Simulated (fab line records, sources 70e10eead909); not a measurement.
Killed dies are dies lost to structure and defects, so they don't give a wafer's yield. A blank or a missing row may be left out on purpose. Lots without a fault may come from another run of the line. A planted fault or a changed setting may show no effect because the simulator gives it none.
Chamber matching | flow nand_harc | NHARC_A_CHANNEL_FILL_D1_ETCHBACK_20 on rie_diel-03: 4 sister chambers
The step etches the open film in C4F8/O2/Ar, target depth 27 nm, time 13.5 s. 4 wafers are shown with their chamber, then 8 later ones without.

WAFERS WITH THEIR CHAMBER
wafer  | chamber | rf_vpp_V (V)
L505.5 | 0       | 978
L515.3 | 2       | 982
L515.5 | 3       | 972
L518.1 | 1       | 975

WAFERS WITHOUT THEIR CHAMBER
wafer  | rf_vpp_V (V)
L518.4 | 972
L518.6 | 982
L524.2 | 983
L524.4 | 982
L524.5 | 979
L527.1 | 981
L527.3 | 978
L527.6 | 975

WHICH CHAMBER EACH WENT THROUGH
wafer  | from the rows above | in truth
L518.4 | 3                   | 3
L518.6 | 2                   | 2
L524.2 | 2                   | 2
L524.4 | 2                   | 2
L524.5 | 0                   | 0
L527.1 | 2                   | 2
L527.3 | 0                   | 0
L527.6 | 1                   | 1
Placed correctly: 8 of 8. Can't be placed from these rows: 0. Placed wrongly: 0.
How it was worked out, from the rows above alone: a wafer's distance from a chamber is the root of the sum, over the readings, of the square of ((its reading less the chamber's mean) divided by the reading's scatter). The wafer belongs to the nearest chamber; if the next one is less than 2 further off, it can't be placed. A chamber's mean is the mean of its shown wafers. The scatter: with one shown wafer a chamber, the root of the mean of the squares of how far each hidden wafer lies from its nearest shown one.
